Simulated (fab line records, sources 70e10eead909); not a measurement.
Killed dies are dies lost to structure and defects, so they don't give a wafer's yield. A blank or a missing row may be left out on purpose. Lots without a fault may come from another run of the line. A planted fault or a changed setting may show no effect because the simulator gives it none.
Which tool did it? | flow nand_harc | 15 lots, 43 wafers sampled, at 4 steps of a route of 1302

WHAT THE GAUGES READ, wafer by wafer
The record holds no reading of a measuring or inspecting step that can be judged against a usual standard deviation.

WHICH TOOL RAN EACH LOT (tool, then ch and the chambers of the sampled wafers, then the start)
lot  | NHARC_A_STAIRCASE_DEP_471       | NHARC_A_SGD_CUT_DEP_00          | NHARC_A_SGD_CUT_DESCUM_14          | NHARC_A_SGD_CUT_ETCH_16
L152 | pecvd-01 ch 0,1,2, day 19 01:39 | pecvd-03 ch 0,1,2, day 19 02:19 | rie_diel-13 ch 0,2,3, day 19 03:13 | rie_diel-13 ch 0,2,3, day 19 03:49
L154 | pecvd-04 ch 0,1,2, day 19 06:13 | pecvd-03 ch 0,1,2, day 19 06:53 | rie_diel-13 ch 0,2, day 19 07:45   | rie_diel-13 ch 0,2, day 19 08:38
L153 | pecvd-01 ch 1,2, day 19 06:23   | pecvd-02 ch 0,2, day 19 07:04   | rie_diel-10 ch 0,1, day 19 07:55   | rie_diel-10 ch 1,2, day 19 08:31
L157 | pecvd-04 ch 0,2, day 21 02:09   | pecvd-02 ch 0,1,2, day 21 02:49 | rie_diel-05 ch 0,1,2, day 21 03:37 | rie_diel-05 ch 1,2,3, day 21 04:10
L158 | pecvd-04 ch 0,1, day 21 06:05   | pecvd-04 ch 1,2, day 21 06:45   | rie_diel-13 ch 1,2, day 21 07:40   | rie_diel-13 ch 0,1,2, day 21 08:16
L159 | pecvd-04 ch 0,2, day 21 21:50   | pecvd-03 ch 0,2, day 21 22:36   | rie_diel-05 ch 0,2, day 21 23:36   | rie_diel-05 ch 1,2,3, day 22 00:10
L160 | pecvd-04 ch 0,1, day 22 22:16   | pecvd-02 ch 0,1,2, day 22 22:56 | rie_diel-05 ch 0,1,2, day 22 23:50 | rie_diel-05 ch 0,1, day 23 00:46
L161 | pecvd-04 ch 1,2, day 22 22:35   | pecvd-02 ch 0,2, day 22 23:17   | rie_diel-05 ch 0,1,2, day 23 00:01 | rie_diel-05 ch 0,1,2, day 23 00:59
L163 | pecvd-02 ch 1,2, day 24 03:08   | pecvd-04 ch 0,1, day 24 03:56   | rie_diel-05 ch 2,3, day 24 04:50   | rie_diel-05 ch 3, day 24 05:24
L162 | pecvd-04 ch 0,1,2, day 24 04:36 | pecvd-04 ch 0,2, day 24 05:19   | rie_diel-13 ch 0,1,2, day 24 06:11 | rie_diel-13 ch 0,3, day 24 06:46
L165 | pecvd-04 ch 1,2, day 24 19:44   | pecvd-02 ch 0,1, day 24 20:29   | rie_diel-05 ch 2,3, day 24 21:20   | rie_diel-05 ch 0,2, day 24 21:55
L168 | pecvd-01 ch 0,1,2, day 26 01:29 | pecvd-04 ch 0,1,2, day 26 02:11 | rie_diel-13 ch 2,3, day 26 03:04   | rie_diel-13 ch 1,3, day 26 03:38
L173 | pecvd-01 ch 0,1,2, day 27 21:41 | pecvd-03 ch 1,2, day 27 22:21   | rie_diel-05 ch 1,2, day 27 23:08   | rie_diel-05 ch 1,3, day 27 23:43
L172 | pecvd-04 ch 0,2, day 27 21:53   | pecvd-02 ch 1,2, day 27 22:37   | rie_diel-13 ch 1,2,3, day 27 23:34 | rie_diel-13 ch 1,2, day 28 00:09
L174 | pecvd-04 ch 0,1, day 28 08:38   | pecvd-04 ch 0,1, day 28 09:24   | rie_diel-05 ch 0,2,3, day 28 10:22 | rie_diel-05 ch 0,2,3, day 28 10:57
- NHARC_A_STAIRCASE_DEP_471: deposits SiO2, target thk 100 nm.
- NHARC_A_SGD_CUT_DEP_00: deposits SiNx, target thk 50 nm.
- NHARC_A_SGD_CUT_DESCUM_14: chemistry O2, time 3 s.
- NHARC_A_SGD_CUT_ETCH_16: etches the open film in C4F8/O2/Ar, target depth 310.5 nm, time 155.2 s.

WHAT THE TOOLS THEMSELVES READ (means of the sampled wafers that have a number; where no wafer has one, the mark that the record gives instead)
NHARC_A_STAIRCASE_DEP_471. Usual: heater_power_w 523 W, standard deviation 71; throttle_valve_pct 16.3 %, standard deviation 0.92.
lot  | tool     | heater_power_w (W) | throttle_valve_pct (%) | flag
L152 | pecvd-01 | 609                | 16.1                   |
L154 | pecvd-04 | 518                | 16.8                   |
L153 | pecvd-01 | 588                | 16.2                   |
L157 | pecvd-04 | 501                | 15.9                   |
L158 | pecvd-04 | 504                | 17.3                   |
L159 | pecvd-04 | 527                | 15.7                   |
L160 | pecvd-04 | 521                | 17.6                   |
L161 | pecvd-04 | 464                | 16.0                   |
L163 | pecvd-02 | 484                | 15.8                   |
L162 | pecvd-04 | 445                | 16.7                   |
L165 | pecvd-04 | 469                | 16.6                   |
L168 | pecvd-01 | 581                | 16.1                   |
L173 | pecvd-01 | 617                | 16.1                   |
L172 | pecvd-04 | 541                | 15.9                   |
L174 | pecvd-04 | 493                | 17.0                   |

NHARC_A_SGD_CUT_DEP_00. Usual: heater_power_w 650 W, standard deviation 91.
lot  | tool     | heater_power_w (W) | flag
L152 | pecvd-03 | 656                |
L154 | pecvd-03 | 645                |
L153 | pecvd-02 | 647                |
L157 | pecvd-02 | 649                |
L158 | pecvd-04 | 592                |
L159 | pecvd-03 | 595                |
L160 | pecvd-02 | 623                |
L161 | pecvd-02 | 608                |
L163 | pecvd-04 | 680                |
L162 | pecvd-04 | 650                |
L165 | pecvd-02 | 545                |
L168 | pecvd-04 | 619                |
L173 | pecvd-03 | 714                |
L172 | pecvd-02 | 638                |
L174 | pecvd-04 | 708                |

NHARC_A_SGD_CUT_DESCUM_14. Usual: drypump_motor_current_A 5.7 A, standard deviation 0.56; oes_product_au 1.001 a.u., standard deviation 0.011; rf_vpp_V 57.8 V, standard deviation 0.87; showerhead_plenum_p_Torr 1.89 Torr, standard deviation 0.065; throttle_valve_pct 11.312 %, standard deviation 0.0098.
lot  | tool        | drypump_motor_current_A (A) | oes_product_au (a.u.) | rf_vpp_V (V) | showerhead_plenum_p_Torr (Torr) | throttle_valve_pct (%) | flag
L152 | rie_diel-13 | 6.1                         | 0.998                 | 56.7         | 1.88                            | 11.311                 |
L154 | rie_diel-13 | 5.8                         | 1.004                 | 57.5         | 1.85                            | 11.316                 |
L153 | rie_diel-10 | 5.6                         | 1.013                 | 58.5         | 1.92                            | 11.306                 |
L157 | rie_diel-05 | 5.6                         | 1.008                 | 57.6         | 1.86                            | 11.314                 |
L158 | rie_diel-13 | 5.2                         | 1.003                 | 57.2         | 1.97                            | 11.310                 |
L159 | rie_diel-05 | 5.1                         | 1.009                 | 57.5         | 1.90                            | 11.321                 |
L160 | rie_diel-05 | 5.6                         | 1.014                 | 57.7         | 1.86                            | 11.303                 |
L161 | rie_diel-05 | 5.5                         | 1.011                 | 58.0         | 1.86                            | 11.312                 |
L163 | rie_diel-05 | 5.5                         | 1.003                 | 57.3         | 1.88                            | 11.309                 |
L162 | rie_diel-13 | 5.7                         | 0.999                 | 57.8         | 1.91                            | 11.317                 |
L165 | rie_diel-05 | 5.4                         | 1.004                 | 58.1         | 1.88                            | 11.310                 |
L168 | rie_diel-13 | 6.0                         | 0.992                 | 58.6         | 1.92                            | 11.315                 |
L173 | rie_diel-05 | 5.6                         | 1.013                 | 57.9         | 1.83                            | 11.308                 |
L172 | rie_diel-13 | 5.5                         | 0.998                 | 58.8         | 1.95                            | 11.318                 |
L174 | rie_diel-05 | 5.3                         | 0.985                 | 58.0         | 1.90                            | 11.326                 |

NHARC_A_SGD_CUT_ETCH_16. Usual: oes_product_au 0.975 a.u., standard deviation 0.015; rf_vpp_V 722 V, standard deviation 3.5.
lot  | tool        | oes_product_au (a.u.) | rf_vpp_V (V) | flag
L152 | rie_diel-13 | 0.967                 | 722          |
L154 | rie_diel-13 | 0.989                 | 721          |
L153 | rie_diel-10 | 0.980                 | 723          |
L157 | rie_diel-05 | 0.987                 | 721          |
L158 | rie_diel-13 | 0.976                 | 722          |
L159 | rie_diel-05 | 0.992                 | 720          |
L160 | rie_diel-05 | 0.984                 | 718          |
L161 | rie_diel-05 | 1.005                 | 720          |
L163 | rie_diel-05 | 1.013                 | 724          |
L162 | rie_diel-13 | 0.977                 | 723          |
L165 | rie_diel-05 | 1.012                 | 722          |
L168 | rie_diel-13 | 0.933                 | 728          |
L173 | rie_diel-05 | 0.971                 | 719          |
L172 | rie_diel-13 | 0.984                 | 726          |
L174 | rie_diel-05 | 0.967                 | 722          |

THE ANSWER, worked out from the rows above alone
Rule: a lot is off if the mean of its wafers that have a number lies more than 3 standard deviations from the usual mean. A lot without any number at a reading at which 4 lots or more have one is off too. The other lots that the step has rows for count as sound. The gauges are gone through in route order, then the tools' own readings, and for those a lot's mean is taken as printed above. The first step at which some lot is off is used, and at that step the reading that is off furthest; a lot without a number counts as furthest.
No lot is off at any reading shown: from this, nothing can be told.

WHAT THE SIMULATOR HAD PUT IN
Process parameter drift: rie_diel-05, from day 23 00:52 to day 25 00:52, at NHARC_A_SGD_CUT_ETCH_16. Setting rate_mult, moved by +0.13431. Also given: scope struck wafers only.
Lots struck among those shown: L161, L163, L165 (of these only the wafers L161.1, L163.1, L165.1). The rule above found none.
